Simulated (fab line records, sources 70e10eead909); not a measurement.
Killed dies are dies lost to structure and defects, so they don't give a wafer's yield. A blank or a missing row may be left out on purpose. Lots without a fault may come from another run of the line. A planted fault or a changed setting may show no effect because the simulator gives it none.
Chamber matching | flow nand_harc | NHARC_A_ZERO_WELL_ETCH_19 on rie_diel-13: 4 sister chambers
The step etches the open film in N2/H2, target depth 80 nm, overetch 24 nm, time 87.88 s. 8 wafers are shown with their chamber, then 7 later ones without.

WAFERS WITH THEIR CHAMBER
wafer  | chamber | showerhead_plenum_p_Torr (Torr) | rf_vpp_V (V)
L426.4 | 1       | 2.14                            | 433.2
L442.2 | 0       | 2.03                            | 430.2
L442.4 | 2       | 2.04                            | 431.7
L442.5 | 1       | 2.14                            | 433.4
L444.4 | 2       | 2.04                            | 431.9
L444.6 | 3       | 1.92                            | 426.7
L445.3 | 3       | 1.92                            | 426.1
L445.4 | 0       | 2.02                            | 430.0

WAFERS WITHOUT THEIR CHAMBER
wafer  | showerhead_plenum_p_Torr (Torr) | rf_vpp_V (V)
L445.5 | 2.04                            | 428.6
L447.2 | 2.14                            | 433.6
L447.4 | 1.92                            | 427.9
L447.6 | 2.02                            | 429.6
L448.4 | 2.14                            | 434.1
L448.5 | 2.14                            | 432.4
L448.6 | 2.02                            | 431.6

WHICH CHAMBER EACH WENT THROUGH
wafer  | from the rows above     | in truth
L445.5 | 0                       | 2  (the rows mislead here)
L447.2 | 1                       | 1
L447.4 | 3                       | 3
L447.6 | 0                       | 0
L448.4 | 1                       | 1
L448.5 | 1                       | 1
L448.6 | can't be placed: 2 or 0 | 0
Placed correctly: 5 of 7. Can't be placed from these rows: 1 (the true chamber is among the candidates in 1). Placed wrongly: 1.
How it was worked out, from the rows above alone: a wafer's distance from a chamber is the root of the sum, over the readings, of the square of ((its reading less the chamber's mean) divided by the reading's scatter). The wafer belongs to the nearest chamber; if the next one is less than 2 further off, it can't be placed. A chamber's mean is the mean of its shown wafers. The scatter: the root of (the sum of the squares of (reading less its chamber's mean) over the shown wafers, divided by (wafers less chambers)).
